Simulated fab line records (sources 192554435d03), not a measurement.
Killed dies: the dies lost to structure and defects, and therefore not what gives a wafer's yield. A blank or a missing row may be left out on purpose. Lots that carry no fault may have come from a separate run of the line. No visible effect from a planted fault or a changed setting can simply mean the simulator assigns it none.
fab line records | flow n5-finfet
record lots=7 wafers=39
route steps=1938 shown BEOL_M14@1730 PASSIVATION@1923
start-h: the number of hours between the record's first day and the start of the first shown wafer of the lot | wait-h: time in hours since the lot's previous step | " unchanged from the row above | L1.1+2: a row that stands for several wafers | - no value, or no start given | * or withheld: withheld | < > ~ a bound
route shown NAME@n: names a module that has steps shown in the file, with the first one's number in the route | usual: mean and standard deviation over wafers with no fault | same: alike in all rows | chamber/n: place in a boat | sites: per-site readings | _std_site: their standard deviation | _edge_site: mean of outer sites minus mean of inner sites | radius-mm: how far each site lies from the wafer's centre | mask NAME#n: copy n | behind: the tool/chamber that last shaped the wafer | hold: reason for holding the lot/hours on hold/outcome of the hold | device: which transistor (n, p or np) failed to switch | end of line: tests of these same wafers at the route's end | step lacking rows: just its recipe | killed: count of dies lost to structure and defects at first sort (not the wafer's yield) | map: a wafer's dies, marking killed ones x, the rest . and places with no die _
set.NAME: the setting the step ran with; set.NAME@STEP: the setting that earlier step ran with | model.NAME: the simulator's own value behind a step, which no gauge read
lots run with intentionally changed settings; tables by step, rows by wafer
## steps
# step N5_BEOL_M14_ETCH_59
# recipe chemistry=N2/H2 target=BARC target-depth-a=890 overetch-a=267 time-s=67.9 ion-energy-ev=200 pressure-mtorr=30 source-w=840 bias-w=150 n2-flow-sccm=200 h2-flow-sccm=200
# columns lot.wafer tool chamber start-h wait-h set.time-s model.coat_of_BEOL_M14_COAT_04.thk-nm
L076.3 rie-diel-01 2 306.09 0.0 67.9 716.4
L076.4 " 1 " " 67.9 719.6
L076.5 " 3 " " 67.9 719.2
L079.1 rie-diel-05 1 321.23 0.0 67.9 716.6
L079.2 " 0 " " 86.94 698.8
L079.3 " 3 " " 86.94 693.4
L079.4 " 2 " " 67.9 714.4
L079.5 " 2 " " 86.94 696.4
L079.6 " 3 " " 67.9 712.4
L081.1 rie-diel-01 1 350.79 0.0 82.45 705.8
L081.2 " 2 " " 67.9 713
L081.3 " 0 " " 67.9 715
L081.4 " 3 " " 82.45 704.8
L081.5 " 3 " " 67.9 716.4
L081.6 " 2 " " 82.45 700.8
L091.1 rie-diel-05 0 380.35 0.0 47.02 736
L091.2 " 2 " " 67.9 716.2
L091.3 " 3 " " 67.9 714.2
L091.4 " 3 " " 47.02 735.8
L091.5 " 2 " " 67.9 718.4
L091.6 " 0 " " 47.02 734.6
L092.1 rie-diel-04 0 408.93 0.0 83.03 701.8
L092.2 " 3 " " 83.03 699.8
L092.3 " 2 " " 67.9 712.6
L092.4 " 0 " " 67.9 716.4
L092.5 " 3 " " 83.03 697.6
L092.6 " 2 " " 67.9 713.6
L094.1 rie-diel-05 3 422.71 0.0 67.9 713.4
L094.2 " 1 " " 100.6 683.4
L094.3 " 0 " " 67.9 717.8
L094.4 " 2 " " 67.9 715.2
L094.5 " 0 " " 100.6 686
L094.6 " 3 " " 100.6 680
L095.1 rie-diel-04 3 458.87 0.0 67.9 717.8
L095.2 " 1 " " 67.9 718.8
L095.3 " 2 " " 67.9 719.6
L095.4 " 0 " " 67.9 723.8
L095.5 " 2 " " 67.9 719.4
L095.6 " 3 " " 67.9 718
# step N5_PASSIVATION_DEVELOP_43
# recipe develop-time-s=60 rinse-liquid=diw dry=air-spin dev-temp-c=21
# columns lot.wafer tool chamber start-h wait-h set.develop-time-s
L076.3+4+5 litho-track-02 0 - - 60
L079.1+2+3+4+5+6 litho-track-02 0 - - 60
L081.1+2+3+4+5+6 litho-track-02 0 - - 60
L091.1+2+6 litho-track-05 0 - - 60
L091.3+4+5 " 0 " " 29
L092.1+2+3+4+5+6 litho-track-04 0 - - 60
L094.1+5+6 litho-track-02 0 - - 86.91
L094.2+3+4 " 0 " " 60
L095.1+4+5 litho-track-02 0 - - 27.32
L095.2+3+6 " 0 " " 60
# step N5_PASSIVATION_HARDBAKE_45
# recipe temp-c=130 time-s=120
# step N5_PASSIVATION_CD_MEAS_44
# recipe target-cd-nm=40000 landing-energy-ev=500 detector=se-inlens
# usual cd-nm=40001/5.1
# columns lot.wafer tool chamber start-h wait-h set.develop-time-s@PASSIVATION_DEVELOP_43 cd-nm
L076.3 cd-sem-03 0 335.13 - 60 40000
L076.4 " 0 " " 60 40002
L076.5 " 0 " " 60 40000
L079.1 cd-sem-03 0 340.95 - 60 40005
L079.2 " 0 " " 60 39998
L079.3 " 0 " " 60 39999
L079.4 " 0 " " 60 40003
L079.5 " 0 " " 60 40004
L079.6 " 0 " " 60 39996
L081.1 cd-sem-01 0 374.83 - 60 39998
L081.2 " 0 " " 60 39999
L081.3 " 0 " " 60 40001
L081.4 " 0 " " 60 39998
L081.5 " 0 " " 60 39999
L081.6 " 0 " " 60 40000
L091.1 cd-sem-01 0 416.83 - 60 40006
L091.2 " 0 " " 60 40010
L091.3 " 0 " " 29 39969
L091.4 " 0 " " 29 39966
L091.5 " 0 " " 29 39972
L091.6 " 0 " " 60 40000
L092.1 cd-sem-02 0 435.88 - 60 39996
L092.2 " 0 " " 60 40003
L092.3 " 0 " " 60 40004
L092.4 " 0 " " 60 40010
L092.5 " 0 " " 60 39998
L092.6 " 0 " " 60 40001
L094.1 cd-sem-03 0 456.51 - 86.91 40017
L094.2 " 0 " " 60 40000
L094.3 " 0 " " 60 39998
L094.4 " 0 " " 60 40003
L094.5 " 0 " " 86.91 40015
L094.6 " 0 " " 86.91 40013
L095.1 cd-sem-03 0 485.52 - 27.32 39969
L095.2 " 0 " " 60 40004
L095.3 " 0 " " 60 40004
L095.4 " 0 " " 27.32 39969
L095.5 " 0 " " 27.32 39967
L095.6 " 0 " " 60 40004
## key
split step=N5_BEOL_M14_ETCH_59 setting=time-s stated=67.9 by=wafer
response step=N5_BEOL_M14_ETCH_59 reading=model.coat_of_BEOL_M14_COAT_04.thk-nm change=-0.643 per=1% r=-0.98
split step=N5_PASSIVATION_DEVELOP_43 setting=develop-time-s stated=60 by=wafer
response step=N5_PASSIVATION_CD_MEAS_44 reading=cd-nm change=+0.585 per=1% r=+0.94
